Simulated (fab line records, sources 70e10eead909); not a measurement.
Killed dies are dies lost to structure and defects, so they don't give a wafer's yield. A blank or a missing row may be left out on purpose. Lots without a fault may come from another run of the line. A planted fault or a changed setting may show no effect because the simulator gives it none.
Chamber matching | flow nand_harc | NHARC_P_CONTACT_ALD_22 on ald_metal-04: 4 sister chambers
The step deposits TiN, target thk 3 nm, pulse time 1 s, ald cycles 150. 4 wafers are shown with their chamber, then 7 later ones without.

WAFERS WITH THEIR CHAMBER
wafer  | chamber | heater_power_w (W)
L093.6 | 2       | 1178
L095.3 | 0       | 1058
L096.1 | 3       | 1026
L096.3 | 1       | 1045

WAFERS WITHOUT THEIR CHAMBER
wafer  | heater_power_w (W)
L096.4 | 1183
L096.2 | 1062
L096.5 | 1025
L096.6 | 1179
L097.1 | 996
L097.3 | 1017
L097.6 | 1008

WHICH CHAMBER EACH WENT THROUGH
wafer  | from the rows above     | in truth
L096.4 | 2                       | 2
L096.2 | can't be placed: 0 or 1 | 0
L096.5 | can't be placed: 3 or 1 | 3
L096.6 | 2                       | 2
L097.1 | can't be placed: 3 or 1 | 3
L097.3 | can't be placed: 3 or 1 | 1
L097.6 | can't be placed: 3 or 1 | 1
Placed correctly: 2 of 7. Can't be placed from these rows: 5 (the true chamber is among the candidates in 5). Placed wrongly: 0.
How it was worked out, from the rows above alone: a wafer's distance from a chamber is the root of the sum, over the readings, of the square of ((its reading less the chamber's mean) divided by the reading's scatter). The wafer belongs to the nearest chamber; if the next one is less than 2 further off, it can't be placed. A chamber's mean is the mean of its shown wafers. The scatter: with one shown wafer a chamber, the root of the mean of the squares of how far each hidden wafer lies from its nearest shown one.
